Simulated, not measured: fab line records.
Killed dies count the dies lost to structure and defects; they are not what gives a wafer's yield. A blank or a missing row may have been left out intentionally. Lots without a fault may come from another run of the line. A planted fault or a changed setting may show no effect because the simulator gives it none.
Which tool is to blame? -- flow nand harc -- 7 lots, 21 wafers sampled, at 3 steps of a route of 1159

WHAT EACH GAUGE READ, for each wafer
NHARC_P_M1_INSPECT_27.
lot,measured,on,raw defect count
L925,day 6 13:58,defect inspect-01,526 429 403
L927,day 6 23:37,defect inspect-01,193 229 171
L929,day 7 07:22,defect inspect-01,355 398 284
L931,day 8 00:42,defect inspect-02,178 394 252
L937,day 9 07:20,defect inspect-02,228 258 404
L945,day 11 05:35,defect inspect-02,340 177 317
L947,day 11 17:39,defect inspect-02,368 546 429

WHICH TOOL RAN EACH LOT (tool, then ch and the chambers of the sampled wafers, then the start)
lot,NHARC_P_M0_PVD_21,NHARC_P_M1_ANNEAL_31
L925,"pvd sputter-01, day 6 13:10 or earlier","rtp anneal-02 ch 0, day 6 13:10"
L927,"pvd sputter-01, day 6 22:52 or earlier","rtp anneal-01 ch 0, day 6 22:52"
L929,"pvd sputter-02, day 7 06:40 or earlier","rtp anneal-01 ch 0, day 7 06:40"
L931,"pvd sputter-02, day 7 23:56 or earlier","rtp anneal-02 ch 0, day 7 23:56"
L937,"pvd sputter-02, day 9 06:31 or earlier","rtp anneal-01, day 9 06:31"
L945,"pvd sputter-01, day 11 04:47 or earlier","rtp anneal-01 ch 0, day 11 04:47"
L947,"pvd sputter-02, day 11 16:53 or earlier","rtp anneal-02 ch 0, day 11 16:53"
- NHARC_P_M0_PVD_21: deposits Cu, target thk 30 nm, time 20.49 s.
- NHARC_P_M1_ANNEAL_31: time 90 s.

THE ANSWER, worked out from the rows above alone
Rule: usual is defined by the lots themselves. Put in order of their means at a reading, lots are off if they are a third of the lots or fewer, leave a main group of 4 or more, and stand apart from it by a gap of 3 or more times the standard deviation of the main group's means; of several such gaps the widest counts. A main group is skipped when, at the precision printed for the reading in the tables above, its means are all equal. Also off: a lot with no number at a reading for which 4 or more lots have one. Where the step has rows for the other lots, those lots are counted as sound.
None of the lots is off at any reading shown; this tells nothing.

WHAT THE SIMULATOR PUT IN
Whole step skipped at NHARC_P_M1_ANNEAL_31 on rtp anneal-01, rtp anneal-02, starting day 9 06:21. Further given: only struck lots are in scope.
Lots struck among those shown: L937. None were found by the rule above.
